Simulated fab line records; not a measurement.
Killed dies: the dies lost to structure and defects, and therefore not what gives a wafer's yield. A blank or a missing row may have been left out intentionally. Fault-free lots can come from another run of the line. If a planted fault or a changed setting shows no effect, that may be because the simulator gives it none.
Chamber matching | flow nand_harc | 4 sister chambers for NHARC_P_CONTACT_CMP_24 on cmp-01
The step polishes, t overpolish 30 s, target thk 200 nm. 14 wafers are shown with their chamber, then 7 later ones without.

## WAFERS, EACH WITH ITS CHAMBER
wafer  | chamber | motor_current_A (A) | time_to_endpoint_s (s) | overpolish_run_s (s)
L074.3 | 0       | 10.7                | 35                     | 29.993
L074.5 | 3       | 11.3                | 41                     | 30.002
L074.6 | 0       | 11.0                | 34                     | 29.995
L076.1 | 0       | 10.4                | 35                     | 29.984
L076.3 | 3       | 10.6                | 41                     | 29.975
L076.6 | 3       | 10.5                | 41                     | 29.998
L079.1 | 1       | 15.1                | 37                     | 30.003
L079.2 | 3       | 11.4                | 42                     | 30.008
L079.6 | 0       | 11.1                | 36                     | 29.993
L081.4 | 1       | 14.9                | 38                     | 30.010
L081.5 | 3       | 10.9                | 43                     | 30.000
L081.6 | 0       | 11.3                | 36                     | 29.986
L089.1 | 1       | 14.8                | 42                     | 29.993
L089.2 | 2       | 13.1                | 43                     | 30.013

SIGNATURES, as means of the wafers listed above
reading            | chamber 0 | chamber 1 | chamber 2 | chamber 3 | scatter within a chamber
motor_current_A    | 10.900    | 14.933    | 13.100    | 10.940    | 0.346
time_to_endpoint_s | 35.20     | 39.00     | 43.00     | 41.60     | 1.41
overpolish_run_s   | 29.99020  | 30.00200  | 30.01300  | 29.99660  | 0.00938
Rule: for a wafer and a chamber, the distance is found by dividing, reading by reading, the gap between the wafer's reading and the chamber's mean by the reading's scatter, squaring, summing and taking the root. The wafer belongs to the nearest chamber; if the next one is less than 2 further off, it can't be placed. How the scatter is found: for the shown wafers, subtract from each reading the mean of its chamber, square and add these, divide the total by (wafers less chambers), then take the root.

## WAFERS WHOSE CHAMBER IS MISSING
wafer  | motor_current_A (A) | time_to_endpoint_s (s) | overpolish_run_s (s)
L089.3 | 10.8                | 43                     | 30.002
L094.3 | 11.0                | 45                     | 30.000
L094.4 | 11.1                | 37                     | 29.992
L094.5 | 14.8                | 40                     | 30.003
L097.4 | 13.7                | 41                     | 29.992
L097.5 | 11.1                | 43                     | 30.014
L097.6 | 13.7                | 39                     | 30.000

## THE CHAMBER EACH PASSED THROUGH
wafer  | from the rows above     | in truth
L089.3 | 3                       | 3
L094.3 | 3                       | 3
L094.4 | can't be placed: 0 or 3 | 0
L094.5 | 1                       | 1
L097.4 | can't be placed: 2 or 1 | 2
L097.5 | 3                       | 3
L097.6 | can't be placed: 1 or 2 | 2
Correct placement for 4 of the 7. Unplaceable from these rows: 3, with the true chamber sitting among the candidates in 3. Placed wrongly: 0.
